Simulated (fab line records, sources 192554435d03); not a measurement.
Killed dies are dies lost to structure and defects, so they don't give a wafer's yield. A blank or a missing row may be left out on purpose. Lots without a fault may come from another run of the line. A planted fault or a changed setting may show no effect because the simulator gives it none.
Which tool did it? | flow n5_finfet | 9 lots, 27 wafers sampled, at 8 steps of a route of 1938

WHAT THE GAUGES READ, wafer by wafer
N5_BEOL_M4_RC_MEAS_101. Usual: DIBL_N 35.9 mV/V, standard deviation 1.7; DIBL_P 35.8 mV/V, standard deviation 2.2; IOFF_N 0.15 nA/um, standard deviation 0.03; IOFF_P 0.21 nA/um, standard deviation 0.036; ION_N 674 uA/um, standard deviation 12; ION_P 463 uA/um, standard deviation 7.2; SS_N 71.3 mV/dec, standard deviation 0.59; SS_P 73.1 mV/dec, standard deviation 0.69; VT_N 250 mV, standard deviation 3; VT_P -251 mV, standard deviation 3.2.
lot  | measured     | on        | DIBL_N (mV/V)  | DIBL_P (mV/V)  | IOFF_N (nA/um) | IOFF_P (nA/um) | ION_N (uA/um) | ION_P (uA/um) | SS_N (mV/dec)  | SS_P (mV/dec)  | VT_N (mV)   | VT_P (mV)      | flag
L924 | day 7 16:35  | prober-02 | 35.6 35.3 33.9 | 36.5 36.0 34.0 | 0.14 0.14 0.12 | 0.22 0.20 0.17 | 673 678 674   | 468 464 462   | 72.2 71.1 71.0 | 74.0 73.4 73.0 | 250 250 253 | -248 -252 -252 |
L928 | day 8 18:11  | prober-01 | 36.8 36.7 36.3 | 37.1 36.6 36.3 | 0.17 0.16 0.17 | 0.23 0.22 0.22 | 676 678 682   | 469 469 472   | 71.6 71.8 71.7 | 73.7 73.8 73.7 | 250 252 249 | -248 -249 -249 |
L929 | day 8 18:22  | prober-02 | 34.0 36.1 35.6 | 33.5 35.7 35.3 | 0.12 0.16 0.13 | 0.19 0.22 0.20 | 662 679 662   | 460 470 464   | 70.9 70.9 70.7 | 72.6 72.7 72.9 | 253 248 252 | -251 -248 -249 |
L930 | day 9 18:02  | prober-02 | 36.5 37.8 38.6 | 36.2 37.1 38.2 | 0.16 0.18 0.20 | 0.21 0.23 0.25 | 676 693 684   | 465 464 471   | 71.3 71.6 72.5 | 72.6 72.4 73.0 | 249 246 246 | -251 -248 -247 |
L933 | day 10 21:28 | prober-02 | 35.7 33.1 35.6 | 36.3 33.1 35.3 | 0.16 0.12 0.16 | 0.18 0.14 0.17 | 688 658 684   | 465 447 457   | 71.5 70.5 70.8 | 73.7 72.7 73.5 | 248 251 248 | -252 -258 -256 |
L934 | day 11 00:13 | prober-02 | 33.3 34.1 34.9 | 32.4 35.3 33.7 | 0.10 0.12 0.12 | 0.14 0.17 0.15 | 656 665 649   | 457 457 447   | 70.1 70.3 70.9 | 71.9 73.2 72.8 | 252 253 253 | -255 -255 -258 |
L943 | day 13 04:11 | prober-01 | 33.5 32.6 36.3 | 33.8 31.7 35.8 | 0.13 0.11 0.17 | 0.19 0.17 0.22 | 670 645 681   | 464 447 468   | 70.4 70.0 71.0 | 72.4 72.1 73.4 | 250 252 251 | -248 -251 -248 |
L944 | day 13 05:05 | prober-02 | 37.1 35.5 35.7 | 36.8 35.6 35.6 | 0.17 0.15 0.15 | 0.25 0.22 0.22 | 679 678 677   | 472 469 464   | 71.1 71.2 71.6 | 73.1 72.3 73.1 | 249 252 249 | -246 -249 -248 |
L945 | day 13 19:22 | prober-02 | 34.1 35.5 36.3 | 32.4 35.3 35.0 | 0.12 0.15 0.16 | 0.18 0.21 0.19 | 653 675 675   | 456 463 461   | 71.3 71.6 71.5 | 72.6 72.9 73.0 | 251 251 249 | -252 -254 -253 |

N5_BEOL_M8_THK_MEAS_53: measures by xrf. Usual: M8_THK 79.2 nm, standard deviation 2.
lot  | measured     | on            | M8_THK (nm)       | flag
L924 | day 9 12:36  | film_metro-01 | 79.9 77.8 78.2    |
L928 | day 10 07:54 | film_metro-01 | 78.6 77.6 77.4    |
L929 | day 10 04:25 | film_metro-01 | 78.0 76.2 79.3    |
L930 | day 11 02:31 | film_metro-01 | 80.8 77.3 80.7    |
L933 | day 12 18:14 | film_metro-01 | 78.8 79.6 80.6    |
L934 | day 12 18:44 | film_metro-01 | 79.9 77.8 83.4    |
L943 | day 14 14:44 | film_metro-02 | 299.2 296.3 294.3 | OFF
L944 | day 14 15:33 | film_metro-02 | 297.2 298.3 295.4 | OFF
L945 | day 15 12:29 | film_metro-02 | 297.8 297.4 298.9 | OFF

N5_BEOL_M8_RS_MEAS_57: measures by four-point-probe. Usual: M8_RS 0.286 ohm/sq, standard deviation 0.0084.
lot  | measured     | on            | M8_RS (ohm/sq)    | flag
L924 | day 9 12:44  | film_metro-02 | 0.282 0.292 0.290 |
L928 | day 10 08:02 | film_metro-01 | 0.288 0.293 0.292 |
L929 | day 10 04:32 | film_metro-01 | 0.290 0.298 0.285 |
L930 | day 11 02:39 | film_metro-02 | 0.279 0.294 0.280 |
L933 | day 12 18:22 | film_metro-01 | 0.290 0.289 0.285 |
L934 | day 12 18:52 | film_metro-01 | 0.282 0.289 0.265 |
L943 | day 14 14:52 | film_metro-01 | 0.064 0.064 0.065 | OFF
L944 | day 14 15:41 | film_metro-02 | 0.064 0.064 0.065 | OFF
L945 | day 15 12:37 | film_metro-02 | 0.064 0.064 0.064 | OFF

N5_BEOL_M8_INSPECT_58: inspects for defects (darkfield). Usual: raw_defect_count 72, standard deviation 21.
lot  | measured     | on                | raw_defect_count | flag
L924 | day 9 12:46  | defect_inspect-02 | 74 117 73        |
L928 | day 10 08:04 | defect_inspect-02 | 59 77 48         |
L929 | day 10 04:34 | defect_inspect-02 | 72 67 84         |
L930 | day 11 02:41 | defect_inspect-02 | 75 71 80         |
L933 | day 12 18:23 | defect_inspect-01 | 53 75 65         |
L934 | day 12 18:53 | defect_inspect-01 | 67 67 64         |
L943 | day 14 14:54 | defect_inspect-01 | 1183 1183 1171   | OFF
L944 | day 14 15:43 | defect_inspect-01 | 1181 1126 1169   | OFF
L945 | day 15 12:39 | defect_inspect-01 | 1142 1183 1237   | OFF

N5_BEOL_M9_THK_MEAS_01. Usual: M9_ILD_THK 267 nm, standard deviation 3.8.
lot  | measured     | on            | M9_ILD_THK (nm) | flag
L924 | day 9 13:52  | film_metro-02 | 269 271 270     |
L928 | day 10 09:14 | film_metro-01 | 262 270 269     |
L929 | day 10 05:11 | film_metro-02 | 269 268 269     |
L930 | day 11 03:20 | film_metro-01 | 269 270 272     |
L933 | day 12 19:02 | film_metro-01 | 267 268 272     |
L934 | day 12 19:35 | film_metro-01 | 269 272 273     |

WHICH TOOL RAN EACH LOT (tool, then ch and the chambers of the sampled wafers, then the start)
lot  | N5_BEOL_M8_DEGAS_44          | N5_BEOL_M8_CMP_52             | N5_BEOL_M9_CURE_71
L924 | pvd_sputter-03, day 9 11:07  | cmp-04 ch 0,1,2, day 9 12:20  | uv_cure-02 ch 0, day 9 13:11
L928 | pvd_sputter-01, day 10 05:35 | cmp-04 ch 1,2,3, day 10 07:41 | uv_cure-02 ch 2, day 10 08:23
L929 | pvd_sputter-03, day 10 02:41 | cmp-03 ch 1,2,3, day 10 04:14 | uv_cure-01 ch 0, day 10 04:55
L930 | pvd_sputter-02, day 11 00:33 | cmp-04 ch 0,1, day 11 02:14   | uv_cure-01 ch 1, day 11 02:54
L933 | pvd_sputter-03, day 12 14:37 | cmp-04 ch 0,1,3, day 12 17:59 | uv_cure-02 ch 0, day 12 18:36
L934 | pvd_sputter-03, day 12 16:59 | cmp-03 ch 0,2,3, day 12 18:31 | uv_cure-03 ch 2, day 12 19:05
L943 | pvd_sputter-02, day 14 13:02 | cmp-04 ch 0,2, day 14 14:29   | -
L944 | pvd_sputter-02, day 14 13:28 | cmp-03 ch 2,3, day 14 15:15   | -
L945 | pvd_sputter-01, day 15 08:50 | cmp-03 ch 0,2,3, day 15 12:14 | -
- N5_BEOL_M8_DEGAS_44: time 60 s.
- N5_BEOL_M8_CMP_52: polishes, stops on SiCOH lowk, t overpolish 6.9 s, target thk 80 nm.
- N5_BEOL_M9_CURE_71: cures SiCOH lowk, time 240 s.

WHAT THE TOOLS THEMSELVES READ (means of the sampled wafers that have a number; where no wafer has one, the mark that the record gives instead)
N5_BEOL_M8_DEGAS_44. Usual: heater_power_w 341 W, standard deviation 45; susceptor_temp_C 250.00 C, standard deviation 0.18.
lot  | tool           | heater_power_w (W) | susceptor_temp_C (C) | flag
L924 | pvd_sputter-03 | 329                | 249.93               |
L928 | pvd_sputter-01 | 299                | 249.71               |
L929 | pvd_sputter-03 | 338                | 249.96               |
L930 | pvd_sputter-02 | 373                | 250.15               |
L933 | pvd_sputter-03 | 356                | 249.97               |
L934 | pvd_sputter-03 | 320                | 249.78               |
L943 | pvd_sputter-02 | 427                | 250.18               |
L944 | pvd_sputter-02 | 369                | 250.06               |
L945 | pvd_sputter-01 | 314                | 249.99               |

N5_BEOL_M8_CMP_52. Usual: barrier_field_endpoint_s 28.9 s, standard deviation 0.74; clearing_platen_down_force_psi 1.500 psi, standard deviation 0.0031; motor_current_A 6.1 A, standard deviation 0.65; overpolish_run_s 6.900 s, standard deviation 0.0093; time_to_endpoint_s 62.6 s, standard deviation 3.
lot  | tool   | barrier_field_endpoint_s (s) | clearing_platen_down_force_psi (psi) | motor_current_A (A) | overpolish_run_s (s) | time_to_endpoint_s (s) | flag
L924 | cmp-04 | 28.7                         | 1.501                                | 5.8                 | 6.897                | 63.2                   |
L928 | cmp-04 | 29.0                         | 1.498                                | 6.3                 | 6.900                | 59.5                   |
L929 | cmp-03 | 29.2                         | 1.501                                | 6.5                 | 6.902                | 64.3                   |
L930 | cmp-04 | 29.3                         | 1.502                                | 5.8                 | 6.906                | 63.2                   |
L933 | cmp-04 | 28.6                         | 1.501                                | 5.9                 | 6.904                | 62.0                   |
L934 | cmp-03 | 29.7                         | 1.498                                | 5.7                 | 6.896                | 63.7                   |
L943 | cmp-04 | -                            | -                                    | -                   | -                    | -                      | OFF
L944 | cmp-03 | -                            | -                                    | -                   | -                    | -                      | OFF
L945 | cmp-03 | -                            | -                                    | -                   | -                    | -                      | OFF

N5_BEOL_M9_CURE_71. Usual: lamp_power_pct 52.31 %, standard deviation 0.053; wafer_temp_C_max 387.0, standard deviation 0.67.
lot  | tool       | lamp_power_pct (%) | wafer_temp_C_max | flag
L924 | uv_cure-02 | 52.33              | 387.0            |
L928 | uv_cure-02 | 52.32              | 386.5            |
L929 | uv_cure-01 | 52.30              | 387.1            |
L930 | uv_cure-01 | 52.32              | 387.1            |
L933 | uv_cure-02 | 52.33              | 386.5            |
L934 | uv_cure-03 | 52.31              | 387.9            |

THE ANSWER, worked out from the rows above alone
Rule: a lot is off if the mean of its wafers that have a number lies more than 3 standard deviations from the usual mean. A lot without any number at a reading at which 4 lots or more have one is off too. The other lots that the step has rows for count as sound. The gauges are gone through in route order, then the tools' own readings, and for those a lot's mean is taken as printed above. The first step at which some lot is off is used, and at that step the reading that is off furthest; a lot without a number counts as furthest.
Off: L943, L944, L945, at N5_BEOL_M8_THK_MEAS_53 (M8_THK).
A tool fits if, at a process step before that reading, it ran every lot that is off, and no sound lot after the first of them. The gauges at N5_BEOL_M8_THK_MEAS_53 aren't tried: what is off there is off at N5_BEOL_M8_INSPECT_58 too, on other tools, and a gauge's error can't cause that. None of those tried fits.

WHAT THE SIMULATOR HAD PUT IN
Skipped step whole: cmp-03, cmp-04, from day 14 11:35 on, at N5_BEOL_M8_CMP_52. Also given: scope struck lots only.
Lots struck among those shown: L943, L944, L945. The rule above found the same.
